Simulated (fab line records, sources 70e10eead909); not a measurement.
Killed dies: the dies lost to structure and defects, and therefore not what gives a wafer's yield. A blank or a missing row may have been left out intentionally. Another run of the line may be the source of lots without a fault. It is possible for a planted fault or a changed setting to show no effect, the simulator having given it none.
One fault through the eyes of 3 desks	flow nand_harc	what lay behind the numbers comes last; until then each desk has only its own

THE DEFECT DESK
Counts from the inspections along the route, per lot, as means over the sampled wafers that have a number. Any lot whose mean is over 4 standard deviations away from the usual mean is out of limits and marked OUT; that distance is given in the brackets.
Columns: A = raw_defect_count at NHARC_A_SGD_CUT_INSPECT_11, usual 48
lot	first seen here	A
L371	day 20 20:47	17
L374	day 21 07:36	81
L383	day 25 17:49	59
L382	day 26 02:48	15
L386	day 26 13:47	24
L385	day 26 14:05	52
This desk found nothing out of limits on any of the 6 lots.

THE TOOL OWNER'S DESK: rie_diel-13
The tool's own readings at NHARC_A_SGD_CUT_ETCH_16 (etches the open film in C4F8/O2/Ar, target depth 310.5 nm, time 155.2 s): means of the sampled wafers that have a number, for each lot that ran on this tool. Any lot whose mean is over 4 standard deviations away from the usual mean is out of limits and marked OUT; that distance is given in the brackets.
Columns: A = oes_product_au at NHARC_A_SGD_CUT_ETCH_16, usual 0.975 a.u.; B = rf_vpp_V at NHARC_A_SGD_CUT_ETCH_16, usual 722 V
lot	first seen here	A	B
L371	day 20 21:47	1.041 (+4.4) OUT	721
L374	day 21 08:16	1.036 (+4.1) OUT	719
L385	day 26 14:46	0.968	722
This desk's finding: out of limits on L371, L374; first on L371, day 20 21:47 (oes_product_au at NHARC_A_SGD_CUT_ETCH_16). Within limits: L385.

THE METROLOGY DESK
What the gauges read for every lot (on any tool): the sampled wafers with a number, averaged. Any lot whose mean is over 4 standard deviations away from the usual mean is out of limits and marked OUT; that distance is given in the brackets.
Columns: A = cd_nm at NHARC_A_SGD_CUT_CD_MEAS_09, usual 100.0 nm; B = overlay_x_nm at NHARC_A_SGD_CUT_OVL_MEAS_10, usual 0.2 nm; C = overlay_y_nm at NHARC_A_SGD_CUT_OVL_MEAS_10, usual -0.1 nm
lot	first seen here	A	B	C
L371	day 20 20:40	99.8	-0.4	-0.3
L374	day 21 07:28	100.7	0.3	0.7
L383	day 25 17:42	100.2	-0.7	0.3
L382	day 26 02:40	100.3	1.1	-2.0
L386	day 26 13:39	100.5	-0.3	0.4
L385	day 26 13:58	100.3	0.5	-1.0
This desk found nothing out of limits on any of the 6 lots.

PUT TOGETHER
The tool owner's desk could have raised an alarm at day 20 21:47, on L371, L374.
Nothing out of limits was seen by the defect desk.
Metrology desk: nothing out of limits seen.
The defect desk has L371, L374 on record, within its limits.
The metrology desk holds a record of L371, L374, inside its limits.
NHARC_A_SGD_CUT_ETCH_16 was run on rie_diel-13 by each of the lots named.

WHAT THE SIMULATOR PUT IN
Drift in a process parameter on rie_diel-13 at NHARC_A_SGD_CUT_ETCH_16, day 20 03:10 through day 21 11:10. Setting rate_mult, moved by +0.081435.
Struck lots among those shown: L371, L374.
Time in hours from fault onset to the first out-of-limits reading at each desk: the tool owner's desk, 19.
